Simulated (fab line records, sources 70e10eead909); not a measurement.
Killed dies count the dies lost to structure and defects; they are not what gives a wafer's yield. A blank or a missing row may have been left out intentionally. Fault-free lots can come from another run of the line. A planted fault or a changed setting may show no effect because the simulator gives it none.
Which tool is to blame? | flow nandHarc | Sampling: 14 lots, 40 wafers, 2 of 1302 route steps

== WHAT EACH GAUGE READ, for each wafer ==
NHARC_A_BLC_CD_MEAS_19.
lot  | measured     | on       | cdNm (nm)
L873 | day 22 22:03 | cdSem-03 | 98.8 98.6 99.2
L874 | day 23 08:58 | cdSem-03 | 98.3 101.1 98.4
L876 | day 23 17:32 | cdSem-01 | 106.1 105.3 101.2
L875 | day 23 22:56 | cdSem-03 | 102.2 102.6 100.3
L878 | day 24 04:21 | cdSem-01 | 95.7 99.8 99.0
L877 | day 24 07:05 | cdSem-02 | 100.9 103.1 98.9
L879 | day 24 21:26 | cdSem-02 | 96.6 104.2 98.0
L880 | day 26 03:19 | cdSem-02 | 99.2 98.6 101.6
L886 | day 27 03:19 | cdSem-01 | 100.7 103.9 99.9
L888 | day 28 03:40 | cdSem-01 | 100.2 101.2
L890 | day 29 01:00 | cdSem-01 | 100.6 99.9
L894 | day 30 22:15 | cdSem-01 | 101.2 98.8 103.0
L895 | day 31 18:53 | cdSem-01 | 99.8 102.7 100.3
L896 | day 31 20:04 | cdSem-02 | 98.3 97.1 98.5

== TOOL THAT RAN EACH LOT (tool first, then ch and the chambers of the sampled wafers, then the start) ==
lot  | NHARC_A_BLC_ETCH_17
L873 | rieDiel-01 ch 2,3, day 22 22:03 or earlier
L874 | rieDiel-01 ch 0,1, day 23 08:58 or earlier
L876 | rieDiel-06 ch 0,2,3, day 23 17:32 or earlier
L875 | rieDiel-02 ch 0,2,3, day 23 22:56 or earlier
L878 | rieDiel-01 ch 0,1,3, day 24 04:21 or earlier
L877 | rieDiel-02 ch 1,3, day 24 07:05 or earlier
L879 | rieDiel-01 ch 0,2,3, day 24 21:26 or earlier
L880 | rieDiel-01 ch 0,2, day 26 03:19 or earlier
L886 | rieDiel-06 ch 2,3, day 27 03:19 or earlier
L888 | rieDiel-01 ch 0, day 28 03:40 or earlier
L890 | rieDiel-01 ch 1,2, day 29 01:00 or earlier
L894 | rieDiel-06 ch 1,2,3, day 30 22:15 or earlier
L895 | rieDiel-06 ch 0,2,3, day 31 18:53 or earlier
L896 | rieDiel-06 ch 0,3, day 31 20:04 or earlier
- NHARC_A_BLC_ETCH_17: etches the open film in N2/H2, target depth 390 nm, time 609.38 s.

== AS READ BY THE TOOLS THEMSELVES (means over the sampled wafers that have a number; for cases with no such wafer, the mark the record gives instead) ==
NHARC_A_BLC_ETCH_17.
lot  | tool       | drypumpMotorCurrentA (A) | n2FlowSccm (sccm) | oesProductAu (a.u.) | rfVppV (V) | showerheadPlenumPTorr (Torr) | throttleValvePct (%)
L873 | rieDiel-01 | 5.8                      | 150.4             | 1.016               | 432.7      | 2.09                         | 14.157
L874 | rieDiel-01 | 6.0                      | 150.1             | 0.992               | 428.6      | 1.97                         | 14.165
L876 | rieDiel-06 | 5.9                      | 150.7             | 0.998               | 430.9      | 2.05                         | 14.162
L875 | rieDiel-02 | 5.7                      | 150.6             | 0.989               | 430.1      | 2.05                         | 14.172
L878 | rieDiel-01 | 6.2                      | 150.0             | 0.995               | 429.6      | 2.03                         | 14.169
L877 | rieDiel-02 | 5.8                      | 149.3             | 1.002               | 433.2      | 2.14                         | 14.171
L879 | rieDiel-01 | 5.6                      | 150.1             | 1.001               | 429.4      | 2.03                         | 14.160
L880 | rieDiel-01 | 5.5                      | 149.5             | 0.996               | 428.4      | 1.96                         | 14.181
L886 | rieDiel-06 | 5.8                      | 150.2             | 1.000               | 430.6      | 2.04                         | 14.167
L888 | rieDiel-01 | 5.8                      | 149.8             | 0.984               | 429.6      | 1.96                         | 14.170
L890 | rieDiel-01 | 5.7                      | 149.5             | 1.004               | 429.1      | 1.98                         | 14.178
L894 | rieDiel-06 | 5.9                      | 149.9             | 0.997               | 430.5      | 2.03                         | 14.169
L895 | rieDiel-06 | 5.9                      | 149.7             | 0.988               | 430.4      | 2.04                         | 14.181
L896 | rieDiel-06 | 6.0                      | 150.1             | 0.995               | 430.5      | 2.05                         | 14.165

== THE ANSWER, worked out from the rows above alone ==
Rule: usual is defined by the lots themselves. The widest of any qualifying gaps counts: lots, ordered by their means at a reading, are off when they make up no more than a third of the lots, leave a main group of 4 or more, and stand apart from it by 3 or more times the standard deviation of that group's means. Not used: any main group whose means are identical at the precision the tables above print for the reading. Also off: a lot with no number at a reading for which 4 or more lots have one. Where the step has rows for the other lots, those lots are counted as sound. After the gauges, taken in route order, come the tools' own readings; for these a lot's mean is taken, as printed above. The first step at which some lot is off is used, and at that step the reading that is off furthest; a lot without a number counts as furthest.
No lot is off at any reading shown: from this, nothing can be told.

== WHAT THE SIMULATOR HAD PUT IN ==
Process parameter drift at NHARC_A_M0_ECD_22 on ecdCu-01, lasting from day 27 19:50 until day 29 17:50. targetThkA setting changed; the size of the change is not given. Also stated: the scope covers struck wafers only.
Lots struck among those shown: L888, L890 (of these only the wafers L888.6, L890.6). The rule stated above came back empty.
